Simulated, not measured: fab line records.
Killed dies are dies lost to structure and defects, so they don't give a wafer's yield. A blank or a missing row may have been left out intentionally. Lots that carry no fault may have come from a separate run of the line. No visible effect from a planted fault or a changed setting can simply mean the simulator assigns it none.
Split-lot experiment | flow n5Finfet | on a route of 1938 steps: 7 lots, 21 wafers read

== ON THE SPLIT ==
At N5_BEOL_M5_COAT_74 (time 60 s, resist thk 5 nm), the setting spinRpm was moved away from the recipe's 1500 rpm on 9 of the 21 wafers read, by -5.5% to +9.6%. All remaining wafers had this setting at the recipe value.

== FROM THE SPLIT TO THE READING: what the file shows between them, 3 steps ==
- N5_BEOL_M5_COAT_22: resist thk 30 nm
- N5_BEOL_M5_EBR_24
- N5_BEOL_M5_DESCUM_33: chemistry O2, time 7 s

== THE READING ==
etch.depthNm (the simulator's own value, which no gauge read), in nm, at N5_BEOL_M5_ETCH_75 (etches underlayer in N2/H2, target depth 6.5 nm, time 5.2 s). There is no usual value for it anywhere in the file. Across the 12 wafers here that went through the recipe, the average is 4.985 nm and the standard deviation 0.015 nm.

wafer  | tool, chamber at the split | spinRpm as run, rpm | against the recipe | etch.depthNm, nm | against lot-mates on the recipe
L077.1 | lithoTrack-04, 0           | 1601                | +6.7%              | 4.826            | no lot-mate on the recipe
L077.2 | lithoTrack-04, 0           | 1601                | +6.7%              | 4.835            | no lot-mate on the recipe
L077.6 | lithoTrack-04, 0           | 1601                | +6.7%              | 4.829            | no lot-mate on the recipe
L081.2 | lithoTrack-02, 0           | 1500                | recipe             | 5.007            | -
L081.4 | lithoTrack-02, 0           | 1500                | recipe             | 5.014            | -
L081.5 | lithoTrack-02, 0           | 1563                | +4.2%              | 4.887            | -0.124
L083.4 | lithoTrack-03, 0           | 1500                | recipe             | 4.977            | -
L083.5 | lithoTrack-03, 0           | 1500                | recipe             | 4.963            | -
L083.6 | lithoTrack-03, 0           | 1500                | recipe             | 4.976            | -
L084.1 | lithoTrack-04, 0           | 1500                | recipe             | 4.973            | -
L084.4 | lithoTrack-04, 0           | 1500                | recipe             | 4.975            | -
L084.6 | lithoTrack-04, 0           | 1500                | recipe             | 4.978            | -
L088.1 | lithoTrack-03, 0           | 1500                | recipe             | 4.998            | -
L088.2 | lithoTrack-03, 0           | 1500                | recipe             | 4.985            | -
L088.5 | lithoTrack-03, 0           | 1500                | recipe             | 4.999            | -
L090.2 | lithoTrack-04, 0           | 1417                | -5.5%              | 5.126            | no lot-mate on the recipe
L090.3 | lithoTrack-04, 0           | 1417                | -5.5%              | 5.116            | no lot-mate on the recipe
L090.6 | lithoTrack-04, 0           | 1417                | -5.5%              | 5.117            | no lot-mate on the recipe
L092.1 | lithoTrack-02, 0           | 1644                | +9.6%              | 4.76             | -0.217
L092.4 | lithoTrack-02, 0           | 1644                | +9.6%              | 4.761            | -0.216
L092.5 | lithoTrack-02, 0           | 1500                | recipe             | 4.977            | -

THE FIT
A straight line over all 21 wafers: etch.depthNm changes by -0.0236 nm for each +1% of spinRpm; r = -0.99; the points scatter about the line by 0.012 nm.
The same after taking each lot's own level away (the mean of its wafers on the recipe; 15 wafers): -0.023 nm for each +1%; r = -0.99; scatter 0.0089 nm.
That fit puts the effect of the largest move of spinRpm on the reading at 0.22 nm.
Measured against the standard deviation above, the lots' own levels, which go from 4.9720 to 5.0105 nm, span 2.6 times it.
Hence the lot-to-lot level has little effect on the slope; both slopes agree.
Check: for one of the wafers moved furthest among these (+9.6%), held out of the fit, the line's prediction against its lot-mates is -0.226 nm. It came out at -0.217 nm against them.

== FILE'S OWN FIT ==
etch.depthNm changes by -0.0236 nm for each +1% of spinRpm, r = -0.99.
